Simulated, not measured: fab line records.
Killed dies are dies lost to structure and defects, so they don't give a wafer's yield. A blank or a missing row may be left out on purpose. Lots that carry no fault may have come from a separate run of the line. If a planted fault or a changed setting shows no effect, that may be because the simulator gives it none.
fab line records	flow nandHarc	part 2 of 2: steps 5 to 6 of 6
[record] lots = 23	wafers = 69	lastDay = 24
route steps=1159 shown A_STAIRCASE@531
lots with no fault: from the same line, run without faults
startH: the number of hours between the record's first day and the start of the first shown wafer of the lot	waitH: time in hours since the lot's previous step	" as in the row above	L1.1+2: a single row standing in for several wafers	- no value present, or no start provided	* or withheld: withheld	< > ~ a bound
route shown NAME@n: names a module that has steps shown in the file, with the first one's number in the route	usual: average and standard deviation across the fault-free wafers	same: alike in all rows	chamber/n: place in a boat	sites: readings site by site	_std_site: standard deviation across them	_edge_site: inner sites' mean taken away from outer sites' mean	radiusMm: for every site, how far away it sits from the centre of the wafer	mask NAME#n: copy n	behind: the last tool/chamber to shape the wafer	hold: reason for holding the lot/hours on hold/outcome of the hold	device: which transistor (n, p or np) failed to switch	end of line: the same wafers' tests at the end of the route	for a step that has no rows: nothing shown but its recipe	killed: dies lost to structure and defects at the first sort, not the wafer's yield	map: per-die view of a wafer (x killed, . not killed, _ where there is no die)
set.NAME: the setting as run; set.NAME@STEP: as run at that earlier step	model.NAME: the simulator's own value behind a step, which no gauge read
the route's steps for a sample of lots (tables are steps, rows are wafers)
services: from which hour (startH, from the record's first day; less than 0 if before it) a tool's chamber was out of use, for how many hours, and why
[[steps]]
[step NHARC_A_STAIRCASE_TRIM_235]
[recipe] timeS = 211.2	o2FlowSccm = 500	arFlowSccm = 0	biasW = 0	chemistry = O2
[usual] drypumpMotorCurrentA = 5.8/0.51	mfcArSccm = 0.006/0.012	oesProductAu = 0.996/0.015	rfVppV = 57.8/0.99	showerheadPlenumPTorr = 3.54/0.18	throttleValvePct = 17.036/0.01
lot.wafer	tool	chamber	startH	waitH	drypumpMotorCurrentA	mfcArSccm	oesProductAu	rfHoursCounterH	rfVppV	showerheadPlenumPTorr	throttleValvePct
L074.2	rieDiel-12	3	-	-	5.5	0	1.005	10	58.3	3.65	17.033
L074.1	"	1	"	"	5.9	0.043	0.994	9	56.9	3.80	17.031
L074.5	"	3	"	"	5.6	0	1.014	-	58.1	3.65	17.038
L077.3	rieDiel-11	1	-	-	5.7	0	1.013	22	58.9	3.77	17.031
L077.4	"	3	"	"	6.6	0	0.996	23	58.3	3.33	17.034
L077.6	"	0	"	"	5.8	0.015	0.986	-	57.6	3.37	17.015
L075.2	rieDiel-05	0	-	-	4.8	0.004	1.005	33	57.9	3.49	17.039
L075.3	"	1	"	"	5.7	0	0.989	33	58.4	3.49	17.049
L075.5	"	3	"	"	6.5	0	1.014	-	57.1	3.30	17.050
L078.3	rieDiel-05	3	-	-	6.5	0	1.005	36	56.9	3.30	17.044
L078.2	"	0	"	"	4.8	0.004	0.993	36	56.1	3.49	17.048
L078.5	"	2	"	"	6.1	0.001	0.989	-	55.9	3.38	17.013
L076.4	rieDiel-12	1	-	-	5.9	0.043	0.994	20	59.4	3.80	17.034
L076.2	"	2	"	"	5.4	0	0.990	20	57.2	3.36	17.047
L076.5	"	3	"	"	5.6	0	1.010	-	58.5	3.64	17.030
L079.2	rieDiel-05	2	-	-	6.1	0.001	0.983	41	58.6	3.37	17.031
L079.3	"	1	"	"	5.7	0	0.980	40	57.2	3.48	17.035
L079.6	"	3	"	"	6.5	0	1.012	-	57.4	3.30	17.041
L081.4	rieDiel-05	1	-	-	5.7	0	0.995	41	57.6	3.48	17.028
L081.1	"	3	"	"	6.5	0	1.008	41	57.3	3.30	17.048
L081.2	"	0	"	"	4.8	0.004	1.005	40	56.9	3.49	17.049
L080.2	rieDiel-11	1	-	-	5.7	0	1.018	34	56.9	3.76	17.046
L080.4	"	0	"	"	5.8	0.015	1.006	31	57.5	3.37	17.023
L080.6	"	1	"	"	5.7	0	1.013	-	58.3	3.76	17.039
L082.3	rieDiel-12	1	-	-	6.0	0.043	0.988	29	58.4	3.79	17.026
L082.1	"	3	"	"	5.5	0	1.010	28	59.3	3.64	17.038
L082.5	"	1	"	"	6.0	0.043	0.989	-	59.4	3.79	17.033
L083.1	rieDiel-05	1	-	-	5.7	0	0.988	49	57.8	3.48	17.015
L083.3	"	2	"	"	6.2	0.001	0.982	49	57.9	3.37	17.046
L083.5	"	0	"	"	4.8	0.004	0.997	-	58.4	3.49	17.029
L084.1	rieDiel-11	2	-	-	6.1	0.001	0.978	42	58.4	3.78	17.036
L084.2	"	3	"	"	6.6	0	1.002	42	56.0	3.32	17.031
L084.6	"	2	"	"	6.1	0.001	0.981	-	59.4	3.78	17.040
L085.4	rieDiel-05	3	-	-	6.5	0	1.012	50	55.4	3.29	17.032
L085.1	"	2	"	"	6.1	0.001	0.990	55	57.6	3.37	17.042
L085.5	"	3	"	"	6.5	0	1.014	-	56.7	3.29	17.036
L087.4	rieDiel-11	0	-	-	5.8	0.015	1.007	46	57.3	3.36	17.045
L087.2	"	1	"	"	5.7	0	1.018	50	57.8	3.75	17.050
L087.5	"	0	"	"	5.8	0.015	1.003	-	57.6	3.36	17.032
L086.1	rieDiel-05	3	-	-	6.5	0	1.003	52	57.7	3.29	17.029
L086.4	"	0	"	"	4.8	0.004	0.988	52	57.1	3.48	17.036
L086.6	"	2	"	"	6.1	0.001	0.978	-	56.4	3.36	17.037
L088.2	rieDiel-12	2	-	-	5.3	0	1.004	41	57.6	3.34	17.037
L088.3	"	3	"	"	5.5	0	1.005	41	58.3	3.63	17.030
L088.6	"	1	"	"	6.0	0.043	0.989	-	58.0	3.78	17.048
L090.1	rieDiel-12	1	-	-	5.9	0.043	1.002	42	59.2	3.78	17.050
L090.3	"	3	"	"	5.5	0	1.009	42	58.2	3.63	17.031
L090.6	"	2	"	"	5.3	0	0.999	-	57.7	3.34	17.040
L089.1	rieDiel-12	3	-	-	5.5	0	1.005	44	57.2	3.63	17.026
L089.2	"	0	"	"	6.1	0.011	0.969	44	58.7	3.65	17.048
L089.5	"	1	"	"	5.9	0.043	0.988	-	58.8	3.78	17.034
L091.1	rieDiel-12	3	-	-	5.5	0	0.994	45	57.3	3.63	17.020
L091.4	"	0	"	"	6.1	0.011	0.959	46	58.1	3.65	17.006
L091.6	"	0	"	"	6.1	0.011	0.972	-	59.6	3.65	17.049
L093.2	rieDiel-12	0	-	-	6.1	0.011	0.975	46	59.3	3.65	17.028
L093.1	"	1	"	"	5.9	0.043	0.976	46	58.2	3.78	17.030
L093.6	"	0	"	"	6.1	0.011	0.962	-	57.7	3.65	17.035
L092.3	rieDiel-11	0	-	-	5.7	0.015	1.015	60	56.7	3.35	17.047
L092.4	"	2	"	"	6.1	0.001	0.994	65	58.8	3.77	17.042
L092.1	"	3	"	"	6.7	0	0.996	64	58.1	3.31	17.033
L096.4	rieDiel-05	0	-	-	4.8	0.004	1.009	7	56.8	3.48	17.050
L096.2	"	1	"	"	5.7	0	1.030	10	57.0	3.46	17.033
L096.5	"	0	"	"	4.8	0.004	1.007	-	57.4	3.47	17.025
L094.4	rieDiel-12	3	-	-	5.6	0	1.002	59	58.4	3.62	17.032
L094.1	"	1	"	"	5.9	0.043	0.994	60	57.4	3.77	17.043
L094.6	"	3	"	"	5.6	0	0.991	-	58.8	3.62	17.041
L097.2	rieDiel-05	1	-	-	5.7	0	1.025	10	57.6	3.46	17.043
L097.4	"	2	"	"	6.1	0.001	0.967	10	56.5	3.35	17.041
L097.6	"	3	"	"	6.5	0	0.992	-	59.5	3.80	17.051
[step NHARC_A_STAIRCASE_HM_DEP_462]
[recipe] targetThkA = 8000	tempC = 400	material = aC
[usual] susceptorTempC = 400.04/0.17	throttleValvePct = 35.000/0.0088
lot.wafer	tool	chamber	startH	waitH	susceptorTempC	throttleValvePct
L074.1	aclDep-03	0	248.64	0.1	399.70	35.013
L074.2	"	0	"	"	400.24	35.007
L074.5	"	0	"	"	400.18	35.009
L077.3	aclDep-02	0	264.52	0.7	-	35.000
L077.4	"	0	"	"	-	35.017
L077.6	"	0	"	"	-	34.990
L075.2	aclDep-02	0	266.85	0.4	399.91	34.990
L075.3	"	0	"	"	400.35	34.989
L075.5	"	0	"	"	400.15	34.990
L078.2	aclDep-02	0	275.88	0.4	400.15	34.997
L078.3	"	0	"	"	400.05	34.999
L078.5	"	0	"	"	400.19	35.001
L076.2	aclDep-03	0	280.32	2.4	400.25	34.998
L076.4	"	0	"	"	400.50	34.995
L076.5	"	0	"	"	400.00	34.996
L081.1	aclDep-03	0	289.89	0.1	-	34.997
L081.2	"	0	"	"	-	34.997
L081.4	"	0	"	"	-	35.003
L079.2	aclDep-01	0	289.99	0.4	399.91	34.989
L079.3	"	0	"	"	400.40	34.999
L079.6	"	0	"	"	400.00	35.007
L080.2	aclDep-01	0	292.66	0.4	399.87	34.993
L080.4	"	0	"	"	400.13	34.994
L080.6	"	0	"	"	399.97	35.002
L082.1	aclDep-02	0	306.09	6.1	400.10	34.996
L082.3	"	0	"	"	400.09	35.012
L082.5	"	0	"	"	400.03	35.004
L083.1	aclDep-03	0	308.89	7.2	-	34.985
L083.3	"	0	"	"	-	35.010
L083.5	"	0	"	"	-	34.998
L084.1	aclDep-02	0	312.27	0.1	400.11	35.013
L084.2	"	0	"	"	400.07	35.021
L084.6	"	0	313.81	1.6	399.88	35.006
L085.1	aclDep-02	0	319.12	0.1	399.87	34.990
L085.4	"	0	"	"	400.33	35.006
L085.5	"	0	"	"	400.21	34.992
L087.2	aclDep-01	0	328.93	0.4	399.85	34.990
L087.4	"	0	"	"	399.94	35.004
L087.5	"	0	"	"	399.84	34.992
L086.1	aclDep-01	0	330.46	0.3	400.13	34.998
L086.4	"	0	"	"	399.94	35.008
L086.6	"	0	"	"	400.09	34.991
L088.2	aclDep-01	0	349.86	0.9	-	34.983
L088.3	"	0	"	"	-	34.991
L088.6	"	0	"	"	-	35.017
L090.1	aclDep-03	0	350.53	0.4	400.09	34.997
L090.3	"	0	"	"	400.07	34.995
L090.6	"	0	"	"	400.23	34.998
L089.1	aclDep-03	0	354.92	0.1	399.96	35.002
L089.2	"	0	"	"	399.75	35.013
L089.5	"	0	"	"	399.91	34.996
L091.1	aclDep-03	0	356.76	0.5	-	34.997
L091.4	"	0	"	"	-	34.996
L091.6	"	0	"	"	-	35.013
L093.1	aclDep-01	0	357.75	0.4	-	35.006
L093.2	"	0	"	"	-	34.992
L093.6	"	0	359.25	1.9	-	35.006
L092.1	aclDep-01	0	367.92	0.1	400.21	35.001
L092.3	"	0	"	"	400.23	34.990
L092.4	"	0	"	"	400.07	35.006
L096.2	aclDep-02	0	383.92	0.4	399.92	35.017
L096.4	"	0	"	"	400.21	34.999
L096.5	"	0	"	"	400.07	35.003
L094.1	aclDep-01	0	388.03	0.7	400.14	35.006
L094.4	"	0	"	"	400.28	35.006
L094.6	"	0	"	"	400.11	35.010
L097.2	aclDep-03	0	389.45	1.7	-	34.996
L097.4	"	0	"	"	-	34.985
L097.6	"	0	"	"	-	34.998
[[services]]
tool	chamber	startH	hours	kind
rieDiel-05	0	221.76	-	clean
rieDiel-05	1	221.76	-	clean
rieDiel-05	2	221.76	-	clean
rieDiel-05	3	221.76	-	clean
aclDep-03	-	225.03	13.0	pm
rieDiel-11	2	242.83	4.5	repair
rieDiel-05	0	246.32	-	clean
rieDiel-05	1	246.32	-	clean
rieDiel-05	2	246.32	-	clean
rieDiel-05	3	246.32	-	clean
rieDiel-11	0	259.02	6.5	repair
rieDiel-05	0	270.82	-	clean
rieDiel-05	1	270.82	-	clean
rieDiel-05	2	270.82	-	clean
rieDiel-05	3	270.82	-	clean
aclDep-01	-	294.22	13.0	pm
aclDep-03	-	297.61	3.7	repair
aclDep-01	-	336.49	2.4	repair
rieDiel-05	-	340.65	9.0	pm
aclDep-02	-	349.56	13.0	pm
rieDiel-11	-	366.55	9.0	pm
rieDiel-05	0	372.58	1.2	repair
rieDiel-12	-	379.53	9.0	pm
rieDiel-11	1	383.84	2.7	repair
